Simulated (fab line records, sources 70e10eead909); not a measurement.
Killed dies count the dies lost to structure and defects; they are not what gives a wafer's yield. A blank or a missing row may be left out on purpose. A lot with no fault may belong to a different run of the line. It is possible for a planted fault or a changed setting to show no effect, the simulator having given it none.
One fault seen from 2 desks ; flow nandHarc ; numbers are kept per desk, each desk with only its own; the story behind them comes last

== FOR THE TOOL OWNER'S DESK: lithoTrack-01 ==
The tool's own readings at NHARC_P_GATE_PEB_24 (peb time 65 s): means of the sampled wafers that have a number, for each lot that ran on this tool. A lot is out of limits, marked OUT, if its mean lies more than 4 standard deviations from the usual mean; the brackets give that distance.
Columns: A = heaterPowerTotalW at NHARC_P_GATE_PEB_24, usual 156.6 W
lot;first seen here;A
L180;day 5 07:39;157.0
L182;day 6 05:14;156.1
L184;day 6 23:40;156.9
L193;day 10 23:38;171.1 (+34) OUT
L192;day 10 23:56;170.7 (+33) OUT
L201;day 14 04:18;156.5
This desk finds L192, L193 out of limits, L193 being first, at day 10 23:38 (heaterPowerTotalW at NHARC_P_GATE_PEB_24). In limits: L180, L182, L184, L201.

== METROLOGY DESK ==
Lot by lot, what the gauges showed, no matter which tool ran the lot: averages of those sampled wafers that carry a number. A lot is out of limits, marked OUT, if its mean lies more than 4 standard deviations from the usual mean; the brackets give that distance.
Columns: A = cdNm at NHARC_P_GATE_CD_MEAS_26, usual 120.3 nm
lot;first seen here;A
L180;day 5 07:44;120.2
L182;day 6 05:19;120.7
L183;day 6 16:56;119.1
L184;day 6 23:44;119.8
L186;day 8 04:12;121.1
L193;day 10 23:43;126.0 (+7.7) OUT
L192;day 11 00:01;126.2 (+8.0) OUT
L196;day 11 21:39;119.7
L197;day 12 10:19;120.0
L200;day 13 22:26;121.6
L201;day 14 04:23;120.7
This desk finds L192, L193 out of limits, L193 being first, at day 10 23:43 (cdNm at NHARC_P_GATE_CD_MEAS_26). In limits: L180, L182, L183, L184, L186, L196, L197, L200, L201.

== ALL TOGETHER ==
The tool owner's desk had the chance to raise an alarm at day 10 23:38 on L192, L193.
The metrology desk could have raised an alarm at day 10 23:43, on L192, L193.
NHARC_P_GATE_PEB_24 was run on lithoTrack-01 by each of the lots named.

== WHAT THE SIMULATOR HAD PUT IN ==
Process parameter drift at NHARC_P_GATE_PEB_24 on lithoTrack-01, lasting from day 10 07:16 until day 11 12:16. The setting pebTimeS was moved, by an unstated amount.
Lots struck among those shown: L192, L193.
Hours from the fault's start to each desk's first reading out of limits: the tool owner's desk, 16; the metrology desk, 16.
